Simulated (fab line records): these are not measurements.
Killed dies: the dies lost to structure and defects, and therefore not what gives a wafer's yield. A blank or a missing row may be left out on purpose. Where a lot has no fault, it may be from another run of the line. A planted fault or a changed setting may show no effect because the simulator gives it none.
What tool caused it? || flow n5Finfet || at 1 step of a route of 1938, 11 lots with 33 wafers sampled

## WHAT THE GAUGES READ, wafer by wafer
N5_BEOL_M15_THK_MEAS_01. Usual: for M15_ILD_THK the level is 1625 nm and the standard deviation is 22.
{"lot": "L486", "measured": "day 12 22:46", "on": "filmMetro-02", "M15_ILD_THK (nm)": "1604 1638 1665", "flag": ""}
{"lot": "L488", "measured": "day 13 22:27", "on": "filmMetro-02", "M15_ILD_THK (nm)": "1619 1657 1657", "flag": ""}
{"lot": "L493", "measured": "day 14 07:51", "on": "filmMetro-01", "M15_ILD_THK (nm)": "1592 1618 1639", "flag": ""}
{"lot": "L494", "measured": "day 15 17:44", "on": "filmMetro-01", "M15_ILD_THK (nm)": "1626 1627 1650", "flag": ""}
{"lot": "L495", "measured": "day 15 19:36", "on": "filmMetro-01", "M15_ILD_THK (nm)": "1615 1651 1667", "flag": ""}
{"lot": "L499", "measured": "day 16 07:47", "on": "filmMetro-01", "M15_ILD_THK (nm)": "1625 1652 1621", "flag": ""}
{"lot": "L505", "measured": "day 17 08:40", "on": "filmMetro-01", "M15_ILD_THK (nm)": "1595 1614 1629", "flag": ""}
{"lot": "L504", "measured": "day 17 18:48", "on": "filmMetro-02", "M15_ILD_THK (nm)": "1620 1613 1635", "flag": ""}
{"lot": "L507", "measured": "day 18 14:27", "on": "filmMetro-01", "M15_ILD_THK (nm)": "1612 1653 1635", "flag": ""}
{"lot": "L508", "measured": "day 18 14:51", "on": "filmMetro-02", "M15_ILD_THK (nm)": "1604 1592 1617", "flag": ""}
{"lot": "L509", "measured": "day 18 21:23", "on": "filmMetro-02", "M15_ILD_THK (nm)": "1614 1622 1640", "flag": ""}

## TOOL THAT RAN EACH LOT (tool first, then ch and the chambers of the sampled wafers, then the start)
The record holds no process step before these readings.

## WHAT THE TOOLS THEMSELVES READ (means of the sampled wafers that have a number; where no wafer has one, the mark that the record gives instead)
The record holds no such reading with a usual standard deviation.

## THE ANSWER, worked out from the rows above alone
Rule: take the mean of a lot's wafers that have a number; if it is more than 3 standard deviations from the usual mean, the lot is off. A lot without any number at a reading at which 4 lots or more have one is off too. Where the step has rows for the other lots, those lots are counted as sound. Order of review: gauges by route order, followed by the tools' own readings, for which a lot's mean as printed above is used. The first step at which some lot is off is used, and at that step the reading that is off furthest; a lot without a number counts as furthest.
No lot is off at any reading shown: from this, nothing can be told.

## WHAT HAD BEEN PUT IN BY THE SIMULATOR
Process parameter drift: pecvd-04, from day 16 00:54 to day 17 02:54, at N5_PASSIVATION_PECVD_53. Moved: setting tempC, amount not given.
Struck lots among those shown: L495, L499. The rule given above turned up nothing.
